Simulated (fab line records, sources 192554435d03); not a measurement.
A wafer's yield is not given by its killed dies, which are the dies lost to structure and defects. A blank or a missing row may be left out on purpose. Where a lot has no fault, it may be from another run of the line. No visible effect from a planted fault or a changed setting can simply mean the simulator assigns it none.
Comparing a struck lot with a sound one ; flow n5-finfet ; 17 steps out of a route of 1938
Sound: wafers L184.1, L184.5, L184.6. Struck: wafer L195.1 (L195.3, L195.6, from the same lot, were not struck and are left out); the cause is given at the end.
Each step with rows lists, per side, the tool, then ch with its chambers, then its first start. Under that, the readings that differ: sound wafers ; struck wafers ; difference of the means ; sigmas: that difference in standard deviations of wafers without a fault.
alike: words and numbers the same on both sides, and readings whose means are apart by under 2 such deviations; not compared: readings that were withheld, readings missing a value for some wafer, numbers with overlapping values and no deviation given by the record, and bounds like >300 which may hide the same value.
A row with sigmas, a row that says differs or no value, or rows on one side alone: a step with any of these is where the two part. When numbers do not overlap yet have no deviation, they are printed without sigmas and do not part them. A reading that every wafer of one side lacks parts them only if that side has two wafers or more.

N5_SDB_OVL_MEAS_12:
  sound on overlay-01 ch 0, day 3 22:02; struck on overlay-02 ch 0, day 6 12:16
  alike: SDB_OVL
N5_SDB_INSPECT_13: inspects for defects (brightfield).
  sound on defect-inspect-01 at day 3 22:03; struck on defect-inspect-02 at day 6 12:17
  alike: raw-defect-count
N5_SDB_DESCUM_16: chemistry O2, time 7.9 s.
  sound on rie-diel-03 ch 2,3, day 3 22:05; struck on rie-diel-03 ch 1, day 6 12:25
  alike: bias-power-w, chamber-pressure-mTorr, drypump-motor-current-A, oes-product-au, rf-vpp-V, showerhead-plenum-p-Torr, temp-c, throttle-valve-pct
  not compared: rf-hours-counter-h
N5_SDB_ETCH_17: etches SiARC in CF4, target depth 23.4 nm, time 39 s.
  sound on rie-diel-03 ch 2,3, day 3 22:07; struck on rie-diel-03 ch 1, day 6 12:26
  alike: bias-w, chamber-pressure-mTorr, drypump-motor-current-A, etch-rf-on-time-s, oes-product-au, rf-vpp-V, showerhead-plenum-p-Torr, throttle-valve-pct
  not compared: rf-hours-counter-h
N5_SDB_ETCH_18: etches SOC in N2/H2, target depth 100 nm, overetch 20 nm, time 150 s.
  sound on rie-diel-03 ch 2,3, day 3 22:10; struck on rie-diel-03 ch 1, day 6 12:29
reading;sound;struck;difference;sigmas
throttle-valve-pct (%);17.69 17.68 17.47;18.29;+0.68;+3
  alike: bias-w, chamber-pressure-mTorr, drypump-motor-current-A, oes-product-au, rf-vpp-V, showerhead-plenum-p-Torr, temp-c
  not compared: rf-hours-counter-h
then, 1 step without rows for these wafers: N5_SDB_STRIP_19 (strips in N2/H2).
N5_SDB_STRIP_21: strips in CF4.
  sound on rie-diel-03 ch 2,3, day 3 22:17; struck on rie-diel-03 ch 1, day 6 12:37
  alike: bias-power-w, chamber-pressure-mTorr, drypump-motor-current-A, oes-product-au, rf-vpp-V, showerhead-plenum-p-Torr, throttle-valve-pct
  not compared: rf-hours-counter-h
N5_SDB_HM_OPEN_20: chemistry CH3F/O2, target SiNx, stops on poly-Si, target depth 24 nm.
  sound on rie-diel-03 ch 2,3, day 3 22:19; struck on rie-diel-03 ch 1, day 6 12:38
  alike: O2_flow_sccm, bias-w, chamber-pressure-mTorr, drypump-motor-current-A, oes-product-au, rf-vpp-V, showerhead-plenum-p-Torr, throttle-valve-pct
  not compared: rf-hours-counter-h
then, 4 steps without rows for these wafers: N5_SDB_STRIP_22 (strips in N2/H2); N5_SDB_PRECLEAN_23 (cleans in dHF, time 30 s); N5_SDB_DUMMY_REMOVE_24 (chemistry TMAH, target poly-Si, stops on SiO2, target depth 142 nm, time 57 s, rinse time 30 s); N5_SDB_ETCH_25 (etches SiO2 in C4F6/O2, target depth 10 nm, time 3.3 s).
N5_SDB_CUT_ETCH_26: etches Si in HBr/Cl2/O2, target depth 129.6 nm, bt time 20 s, time 51.8 s.
  sound on rie-si-04 ch 1,2, day 3 22:42; struck on rie-si-02 ch 0, day 6 13:01
reading;sound;struck;difference;sigmas
chamber-pressure-mTorr (mTorr);10.015 10.002 9.993;9.976;-0.027;-3
model.SDB.feature-depth-nm (nm);134.4 135 135;140.6;+5.8;
model.etch.depth-nm (nm);134.5 135.1 134.9;140.7;+5.9;
model.SiNx_of_SDB_HM_DEP_00.thk-nm (nm);21.2 20.8 20.4;19.4;-1.4;
  alike: O2_flow_sccm, drypump-motor-current-A, oes-product-au, throttle-valve-pct
  not compared: bias-w, rf-hours-counter-h
N5_SDB_PRECLEAN_38: cleans in dHF, time 10 s.
  sound on wet-bench-06 ch 0,3,6, day 3 22:49; struck on wet-bench-04 ch 1, day 6 13:08
reading;sound;struck;difference;sigmas
model.SiNx_of_SDB_HM_DEP_00.thk-nm (nm);21.2 20.8 20.4;19.4;-1.4;
  alike: temp-c
then, 1 step without rows for these wafers: N5_SDB_PRECLEAN_39 (cleans in O3/DIW, time 45 s).
-- the record jumps here: 6 days lie between the struck wafers' starts before and after (it left off in module SDB and takes up again in module BEOL_M4, whose first step shown is number 1111 of the route) --
N5_BEOL_M4_RC_MEAS_101:
  sound on prober-01 ch 0, day 9 21:32; struck on prober-02 ch 0, day 12 10:59
reading;sound;struck;difference;sigmas
DIBL_P (mV/V);37.3 40.1 37.3;32.9;-5.3;-2
  alike: DIBL_N, IOFF_N, IOFF_P, ION_N, ION_P, SS_N, SS_P, VT_N, VT_P
-- a jump in the record: the struck wafers' starts before and after are 4 days apart (it breaks off in module BEOL_M4 and resumes in module PASSIVATION, where the first step shown is number 1936 of the route) --
N5_PASSIVATION_PROBE_49:
  sound on prober-02 at day 14 17:36; struck on prober-02 at day 16 17:03
reading;sound;struck;difference;sigmas
killed_at_M0_to_M3;34 48 41;15;-26;-2
  alike: defect-limited-yield, killed_at_M4_up, killed-at-contacts, killed-at-front-end, killed-at-other, killed-dies, killed-open, killed-short, sort_bin_5_function, sort_bin_6_memory, sort-n-pass, sort-yield-pct

## WHERE THEY PART
First at N5_SDB_ETCH_18; last, within this record, at N5_PASSIVATION_PROBE_49.

WHY: the cause the simulator had injected
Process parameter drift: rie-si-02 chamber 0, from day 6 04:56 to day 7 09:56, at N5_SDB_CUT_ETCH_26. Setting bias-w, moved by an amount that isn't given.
